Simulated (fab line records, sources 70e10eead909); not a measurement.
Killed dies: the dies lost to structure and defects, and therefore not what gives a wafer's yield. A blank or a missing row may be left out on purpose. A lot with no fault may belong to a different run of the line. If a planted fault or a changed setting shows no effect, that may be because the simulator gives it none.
fab line records    flow nandHarc
record lots=12  wafers=36  lastDay=33
route steps=1302 shown A_CONTACT@1091 A_BLC@1115 END@1302
lots that met no fault: taken from a fault-free run of the same line
startH: start of the lot's first displayed wafer, in hours after the record's first day    waitH: how many hours have passed since the lot's step before this one    " same as the row above    L1.1+2: a single row standing in for several wafers    - either no value or no given start    * or withheld: withheld    < > ~ a bound
route shown NAME@n: names a module that has steps shown in the file, with the first one's number in the route    usual: mean/standard deviation taken from wafers without a fault    same: alike in all rows    chamber/n: place in a boat    sites: per-site readings    _std_site: how widely they spread, as a standard deviation    _edge_site: inner sites' mean taken away from outer sites' mean    radiusMm: how far each site lies from the wafer's centre    mask NAME#n: copy n    behind: the tool/chamber that last shaped the wafer    hold: why the lot went on hold/how many hours it stayed there/how the hold came to an end    device: the n, p or np transistor that did not switch    end of line: at the end of the route, the tests of the same wafers    for a step that has no rows: nothing shown but its recipe    killed: not the wafer's yield, but the dies lost to structure and defects at the first sort    map: a wafer's dies, x killed, . not, _ none there
set.NAME: the run value of the setting; set.NAME@STEP: its run value at that earlier step    model.NAME: the simulator's own value behind a step, which no gauge read
route steps across a sampled set of lots; one table per step, one row per wafer
services: the hour from which a tool's chamber was out of use, counted from the record's first day as startH (under 0 if before that day), plus the number of hours and why
## steps
# step NHARC_A_CONTACT_ETCH_139
# recipe sourceW=withheld  pressureMtorr=20  biasV=400  timeS=195  targetDepthA=8400  arFlowSccm=withheld  c4f8FlowSccm=11.5  o2FlowSccm=7.2  chemistry=C4F8/O2/Ar
lot.wafer  tool           chamber  startH  waitH  rfHoursCounterH
L573.1     harCapEtch-01  1        505.46  0.2    6
L573.3     "              0        "       "      -
L573.5     "              0        "       "      -
L574.3     harCapEtch-03  1        507.19  0.3    -
L574.5     "              1        "       "      -
L574.6     "              0        "       "      -
L575.1     harCapEtch-03  1        538.01  0.2    55
L575.2     "              0        "       "      55
L575.5     "              0        "       "      -
L576.1     harCapEtch-02  0        541.95  0.2    98
L576.3     "              1        "       "      -
L576.6     "              0        "       "      -
L579.2     harCapEtch-02  0        574.24  0.2    104
L579.3     "              1        "       "      -
L579.4     "              0        "       "      -
L580.1     harCapEtch-02  0        589.59  0.2    107
L580.2     "              1        "       "      107
L580.6     "              1        "       "      -
L581.1     harCapEtch-03  1        590.88  0.2    66
L581.2     "              0        "       "      66
L581.4     "              1        "       "      -
L582.2     harCapEtch-02  1        594.43  0.2    108
L582.4     "              1        "       "      -
L582.6     "              1        "       "      -
L583.1     harCapEtch-01  0        600.67  0.2    25
L583.2     "              1        "       "      25
L583.6     "              0        "       "      -
L592.2     harCapEtch-02  1        693.14  0.2    125
L592.3     "              1        "       "      -
L592.6     "              1        "       "      -
L591.1     harCapEtch-03  0        694.23  0.2    82
L591.2     "              1        "       "      82
L591.6     "              0        "       "      -
L593.1     harCapEtch-02  1        723.87  0.2    131
L593.3     "              1        "       "      -
L593.4     "              0        "       "      -
# step NHARC_A_BLC_PEB_08
# recipe pebTempC=100  pebTimeS=65
# usual heaterPowerTotalW=156.6/0.39
lot.wafer  tool           chamber  startH  waitH  heaterPowerTotalW
L573.1     lithoTrack-04  0        509.30  0.1    156.1
L573.3     "              0        "       "      156.4
L573.5     "              0        "       "      156.4
L574.3     lithoTrack-04  0        510.68  0.0    156.9
L574.5     "              0        "       "      156.4
L574.6     "              0        "       "      156.9
L575.1     lithoTrack-04  0        541.67  0.1    156.0
L575.2     "              0        "       "      156.0
L575.5     "              0        "       "      157.1
L576.1     lithoTrack-04  0        545.59  0.1    156.7
L576.3     "              0        "       "      157.0
L576.6     "              0        "       "      156.9
L579.2     lithoTrack-04  0        577.70  0.1    156.7
L579.3     "              0        "       "      156.8
L579.4     "              0        "       "      157.2
L580.1     lithoTrack-04  0        593.28  0.1    156.7
L580.2     "              0        "       "      156.2
L580.6     "              0        "       "      156.6
L581.1     lithoTrack-04  0        594.43  0.1    156.4
L581.2     "              0        "       "      157.1
L581.4     "              0        "       "      156.0
L582.2     lithoTrack-04  0        598.19  0.1    157.1
L582.4     "              0        "       "      156.5
L582.6     "              0        "       "      156.3
L583.1     lithoTrack-04  0        604.40  0.1    155.9
L583.2     "              0        "       "      156.9
L583.6     "              0        "       "      156.2
L592.2     lithoTrack-01  0        696.67  0.1    155.9
L592.3     "              0        "       "      156.5
L592.6     "              0        "       "      156.2
L591.1     lithoTrack-04  0        697.87  0.1    156.3
L591.2     "              0        "       "      156.8
L591.6     "              0        "       "      156.3
L593.1     lithoTrack-06  0        727.53  0.1    156.4
L593.3     "              0        "       "      156.0
L593.4     "              0        "       "      156.7
# step NHARC_A_BLC_CD_MEAS_10
# recipe targetCdNm=100  landingEnergyEv=500
# usual cdNm=100.0/0.45
lot.wafer  tool      chamber  startH  waitH  cdNm
L573.1     cdSem-02  0        509.38  -      99.9
L573.3     "         0        "       "      100.0
L573.5     "         0        "       "      99.9
L574.3     cdSem-03  0        510.76  -      100.2
L574.5     "         0        "       "      99.5
L574.6     "         0        "       "      99.1
L575.1     cdSem-03  0        541.75  -      99.9
L575.2     "         0        "       "      99.9
L575.5     "         0        "       "      99.6
L576.1     cdSem-02  0        545.67  -      100.0
L576.3     "         0        "       "      100.0
L576.6     "         0        "       "      100.3
L579.2     cdSem-01  0        577.78  -      100.7
L579.3     "         0        "       "      100.2
L579.4     "         0        "       "      100.1
L580.1     cdSem-03  0        593.36  -      100.3
L580.2     "         0        "       "      99.7
L580.6     "         0        "       "      100.6
L581.1     cdSem-01  0        594.51  -      99.1
L581.2     "         0        "       "      100.0
L581.4     "         0        "       "      108.4
L582.2     cdSem-01  0        598.27  -      99.7
L582.4     "         0        "       "      108.7
L582.6     "         0        "       "      108.6
L583.1     cdSem-03  0        604.48  -      98.7
L583.2     "         0        "       "      98.9
L583.6     "         0        "       "      107.4
L592.2     cdSem-01  0        696.75  -      100.1
L592.3     "         0        "       "      99.9
L592.6     "         0        "       "      100.5
L591.1     cdSem-03  0        697.95  -      100.7
L591.2     "         0        "       "      99.4
L591.6     "         0        "       "      100.6
L593.1     cdSem-01  0        727.60  -      99.7
L593.3     "         0        "       "      99.2
L593.4     "         0        "       "      99.8
# step NHARC_A_BLC_OVL_MEAS_11
# usual overlayXNm=-0.1/0.6  overlayYNm=0.0/0.62
lot.wafer  tool        chamber  startH  waitH  overlayXNm  overlayYNm
L573.1     overlay-01  -        509.47  -      -1.4        0.2
L573.3     "           -        "       "      -1.0        0.7
L573.5     "           -        "       "      -0.9        0.3
L574.3     overlay-02  -        510.85  -      0.1         -0.5
L574.5     "           -        "       "      -0.3        -0.5
L574.6     "           -        "       "      -0.1        -0.1
L575.1     overlay-01  -        541.84  -      -0.8        0.2
L575.2     "           -        "       "      -1.1        0.7
L575.5     "           -        "       "      -1.0        0.4
L576.1     overlay-02  -        545.76  -      -0.5        0.3
L576.3     "           -        "       "      -0.5        0.8
L576.6     "           -        "       "      -0.2        0.8
L579.2     overlay-02  -        577.86  -      -0.5        0.4
L579.3     "           -        "       "      -0.6        0.8
L579.4     "           -        "       "      -0.3        0.2
L580.1     overlay-01  -        593.45  -      0.8         -1.1
L580.2     "           -        "       "      -0.2        -1.5
L580.6     "           -        "       "      0.1         -1.3
L581.1     overlay-02  -        594.60  -      -0.2        0.0
L581.2     "           -        "       "      -0.1        -0.4
L581.4     "           -        "       "      -0.1        -0.5
L582.2     overlay-02  -        598.36  -      0.6         0.9
L582.4     "           -        "       "      0.2         0.6
L582.6     "           -        "       "      0.4         1.3
L583.1     overlay-02  -        604.57  -      -0.9        0.0
L583.2     "           -        "       "      -0.6        -0.2
L583.6     "           -        "       "      -1.2        -0.1
L592.2     overlay-01  -        696.84  -      -0.1        0.1
L592.3     "           -        "       "      -0.5        -0.2
L592.6     "           -        "       "      -0.2        0.4
L591.1     overlay-02  -        698.04  -      -0.5        0.6
L591.2     "           -        "       "      0.0         0.9
L591.6     "           -        "       "      -0.3        0.7
L593.1     overlay-02  -        727.69  -      0.6         -0.1
L593.3     "           -        "       "      0.3         0.4
L593.4     "           -        "       "      -0.3        -0.3
# step NHARC_A_BLC_STRIP_29
# recipe cf4FlowSccm=150  arFlowSccm=0  biasW=0  chemistry=CF4
# usual cf4FlowSccm=150.0/0.46  drypumpMotorCurrentA=5.6/0.34  oesProductAu=0.998/0.008  rfVppV=59.3/0.99  showerheadPlenumPTorr=1.75/0.067  throttleValvePct=13.284/0.0098
lot.wafer  tool        chamber  startH  waitH  cf4FlowSccm  drypumpMotorCurrentA  oesProductAu  rfHoursCounterH  rfVppV  showerheadPlenumPTorr  throttleValvePct
L573.1     rieDiel-09  2        510.65  0.1    150.6        5.2                   0.989         1                60.7    1.73                   13.279
L573.3     "           3        "       "      149.4        5.6                   0.983         1                60.5    1.82                   13.299
L573.5     "           0        "       "      151.2        5.5                   1.000         -                59.4    1.81                   13.281
L574.3     rieDiel-13  1        512.00  0.1    149.7        5.3                   1.005         1                60.2    1.83                   13.279
L574.5     "           3        "       "      150.2        5.2                   0.998         -                58.9    1.66                   13.301
L574.6     "           0        "       "      150.4        6.0                   1.000         -                58.5    1.68                   13.291
L575.1     rieDiel-09  2        542.99  0.1    149.8        5.3                   0.990         4                58.3    1.73                   13.283
L575.2     "           3        "       "      150.0        5.7                   0.991         4                59.2    1.82                   13.282
L575.5     "           1        "       "      149.9        5.2                   1.002         -                59.0    1.74                   13.276
L576.1     rieDiel-13  3        546.90  0.1    150.1        5.2                   0.996         6                58.7    1.66                   13.265
L576.3     "           2        "       "      150.1        5.9                   1.002         5                59.2    1.77                   13.264
L576.6     "           0        "       "      150.5        6.0                   0.993         -                58.0    1.68                   13.302
L579.3     rieDiel-09  0        579.00  0.1    149.4        5.4                   1.008         6                59.3    1.81                   13.263
L579.2     "           1        "       "      150.4        5.1                   1.012         6                59.4    1.73                   13.290
L579.4     "           3        "       "      149.3        5.7                   0.995         6                58.5    1.82                   13.281
L580.2     rieDiel-04  3        594.59  0.1    150.2        6.1                   1.011         27               58.2    1.64                   13.284
L580.1     "           2        "       "      150.4        5.6                   1.000         25               58.5    1.66                   13.277
L580.6     "           3        "       "      148.9        6.1                   1.002         -                57.3    1.64                   13.276
L581.4     rieDiel-13  1        595.74  0.1    150.1        5.3                   0.982         7                58.1    1.83                   13.296
L581.1     "           2        "       "      149.7        5.9                   1.005         10               60.0    1.77                   13.306
L581.2     "           3        "       "      150.2        5.2                   0.985         11               58.8    1.66                   13.281
L582.2     rieDiel-13  0        599.50  0.1    149.9        6.1                   1.005         10               57.7    1.68                   13.281
L582.4     "           3        "       "      149.8        5.2                   1.010         11               58.2    1.66                   13.288
L582.6     "           0        "       "      150.2        6.0                   1.015         -                57.5    1.68                   13.276
L583.2     rieDiel-13  3        605.72  0.1    150.1        5.2                   1.002         11               58.2    1.66                   13.296
L583.1     "           1        "       "      150.1        5.3                   1.001         8                59.8    1.83                   13.293
L583.6     "           3        "       "      150.1        5.2                   1.015         -                58.9    1.66                   13.278
L592.3     rieDiel-13  2        697.98  0.1    149.8        5.9                   1.004         1                57.5    1.77                   13.293
L592.2     "           0        "       "      149.7        6.0                   1.009         1                60.1    1.68                   13.286
L592.6     "           3        "       "      150.3        5.2                   1.016         -                60.0    1.66                   13.299
L591.1     rieDiel-09  1        699.18  0.1    150.3        5.1                   0.993         2                60.4    1.73                   13.305
L591.2     "           0        "       "      150.2        5.4                   0.987         2                60.0    1.81                   13.286
L591.6     "           2        "       "      149.6        5.3                   0.989         -                59.6    1.73                   13.277
L593.3     rieDiel-04  0        728.84  0.1    150.0        5.9                   0.993         13               59.5    1.87                   13.284
L593.4     "           2        "       "      149.4        5.6                   1.006         7                59.1    1.65                   13.290
L593.1     "           3        "       "      149.9        6.1                   0.995         13               60.1    1.90                   13.267
# step NHARC_END_SORT_01
# recipe tempC=25
# usual killedAtArray=47/14  killedAtOther=0.5/0.72  killedAtPeriphery=4/3.1  killedDies=52/15  killedOpen=3.2/1.9  killedShort=2.4/1.7
# same grossDies=677
lot.wafer  tool       chamber  startH  waitH  killedAtArray  killedAtOther  killedAtPeriphery  killedDies  killedOpen  killedShort
L581.4     prober-02  0        747.92  3.4    56             0              4                  60          5           1
L583.6     prober-01  0        754.85  4.0    43             0              9                  52          6           0
L582.2     prober-01  0        759.50  2.8    47             1              5                  53          6           4
L582.4     prober-01  0        761.09  3.4    44             2              3                  49          1           0
L582.6     prober-01  0        762.68  4.0    46             0              4                  50          1           4
# killed by level:class
L581.4 A_SLIT:chamberFilmFlake=29 A_CONTACT:chamberFilmFlake=5 A_CHANNEL_HOLE_D1:chamberFilmFlake=4 A_CHANNEL_HOLE_D2:unspecified=4 P_CONTACT:chamberFilmFlake=2 A_CHANNEL_HOLE_D2:chamberFilmFlake=2 A_STAIRCASE:chamberFilmFlake=2 A_M1:chamberFilmFlake=2
L583.6 A_CHANNEL_HOLE_D1:chamberFilmFlake=29 P_CONTACT:chamberFilmFlake=4 P_ZERO_WELL:chamberFilmFlake=3 A_CONTACT:geometricParticle:open=2 A_M0:geometricParticle:open=2 A_WL_FILL:chamberFilmFlake=2 A_M0:chamberFilmFlake=2 A_BLC:areaPeb=2
L582.2 A_SLIT:chamberFilmFlake=23 A_CHANNEL_HOLE_D2:chamberFilmFlake=10 A_CHANNEL_HOLE_D1:chamberFilmFlake=4 P_CONTACT:geometricParticle:open=2 A_ONON_D2:geometricParticle:short=2 A_ONON_D2:geometricParticle:open=2 P_CONTACT:chamberFilmFlake=2 A_DECK1_JOINT:geometricParticle:short=1
L582.4 A_SLIT:chamberFilmFlake=31 A_CHANNEL_HOLE_D2:chamberFilmFlake=5 A_BLC:areaPeb=3 P_CONTACT:chamberFilmFlake=2 A_CHANNEL_HOLE_D1:chamberFilmFlake=2 A_CONTACT:chamberFilmFlake=2 THIN_TSV:chamberFilmFlake=2 P_CONTACT:geometricParticle:open=1
L582.6 A_SLIT:chamberFilmFlake=25 A_CHANNEL_HOLE_D2:chamberFilmFlake=6 A_CHANNEL_HOLE_D1:chamberFilmFlake=3 P_ZERO_WELL:chamberFilmFlake=2 P_CONTACT:chamberFilmFlake=2 A_ZERO_WELL:chamberFilmFlake=2 A_CONTACT:chamberFilmFlake=2 A_CHANNEL_FILL_D1:geometricParticle:short=1
## services
tool           chamber  startH  hours  kind
rieDiel-09     1        490.66  7.6    repair
rieDiel-13     -        495.03  9.0    pm
rieDiel-09     -        497.77  1.2    repair
lithoTrack-06  -        505.00  7.0    pm
rieDiel-04     -        508.16  9.0    pm
rieDiel-04     2        520.78  7.4    repair
lithoTrack-04  -        529.00  7.0    pm
rieDiel-09     -        536.62  0.5    repair
rieDiel-04     0        541.99  1.3    repair
rieDiel-04     1        553.16  6.0    repair
rieDiel-13     1        567.27  13.8   repair
rieDiel-13     0        600.41  8.4    repair
rieDiel-13     2        622.40  2.1    repair
rieDiel-13     3        627.44  1.7    repair
rieDiel-13     1        649.00  7.9    repair
rieDiel-09     -        650.15  9.0    pm
lithoTrack-01  -        656.00  7.0    pm
rieDiel-09     3        671.76  6.7    repair
rieDiel-13     -        672.03  9.0    pm
lithoTrack-06  -        680.00  7.0    pm
rieDiel-04     -        685.16  9.0    pm
lithoTrack-04  -        704.00  7.0    pm
rieDiel-04     2        708.15  8.4    repair
harCapEtch-03  -        714.41  0.4    repair
## key
firstSign step=NHARC_A_BLC_CD_MEAS_10  reading=cdNm  direction=up  sigmas=19  usual=100.0  struck=108.3
effect none on later readings
metAt NHARC_A_BLC_PEB_08
struckLots L581,L582,L583
struckWafers L581.4,L582.4,L582.6,L583.6
testerLeftOut L581,L582,L583
notActingAt NHARC_A_CONTACT_ETCH_139,NHARC_A_BLC_OVL_MEAS_11,NHARC_A_BLC_STRIP_29
onsetBetween 593.28 594.43
fault kind=processParameterDrift  tool=lithoTrack-04  chamber=-  onsetH=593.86  steps=NHARC_A_BLC_PEB_08  channel=pebTimeS  offset=*  shape=step  endH=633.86  scope=struckWafersOnly  actsIn=*  stated=*
# testerLeftOut: of these lots the tester's yield and bins aren't shown, on N5 and GAA mostly nor the transistor test; their killed dies are dies lost to structure and defects alone, not to doping, threshold or leakage, so they don't give the yield
